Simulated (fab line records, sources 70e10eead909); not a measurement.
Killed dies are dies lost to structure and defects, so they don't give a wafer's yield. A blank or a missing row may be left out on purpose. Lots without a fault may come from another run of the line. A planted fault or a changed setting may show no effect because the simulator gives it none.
Chamber matching | flow nand_harc | NHARC_P_GATE_DESCUM_48 on rie_diel-07: 4 sister chambers
The step chemistry O2, time 3 s. 4 wafers are shown with their chamber, then 12 later ones without.

WAFERS WITH THEIR CHAMBER
wafer  | chamber | showerhead_plenum_p_Torr (Torr)
L089.5 | 3       | 2.02
L090.2 | 1       | 2.04
L090.3 | 0       | 1.81
L090.6 | 2       | 1.86

WAFERS WITHOUT THEIR CHAMBER
wafer  | showerhead_plenum_p_Torr (Torr)
L088.2 | 2.04
L088.3 | 1.86
L088.6 | 2.04
L091.3 | 2.02
L091.4 | 1.86
L091.6 | 2.04
L092.2 | 1.81
L092.4 | 1.86
L092.5 | 2.01
L093.2 | 2.01
L093.3 | 1.86
L093.5 | 1.86

WHICH CHAMBER EACH WENT THROUGH
wafer  | from the rows above | in truth
L088.2 | 1                   | 1
L088.3 | 2                   | 2
L088.6 | 1                   | 1
L091.3 | 3                   | 3
L091.4 | 2                   | 2
L091.6 | 1                   | 1
L092.2 | 0                   | 0
L092.4 | 2                   | 2
L092.5 | 3                   | 3
L093.2 | 3                   | 3
L093.3 | 2                   | 2
L093.5 | 2                   | 2
Placed correctly: 12 of 12. Can't be placed from these rows: 0. Placed wrongly: 0.
How it was worked out, from the rows above alone: a wafer's distance from a chamber is the root of the sum, over the readings, of the square of ((its reading less the chamber's mean) divided by the reading's scatter). The wafer belongs to the nearest chamber; if the next one is less than 2 further off, it can't be placed. A chamber's mean is the mean of its shown wafers. The scatter: with one shown wafer a chamber, the root of the mean of the squares of how far each hidden wafer lies from its nearest shown one.
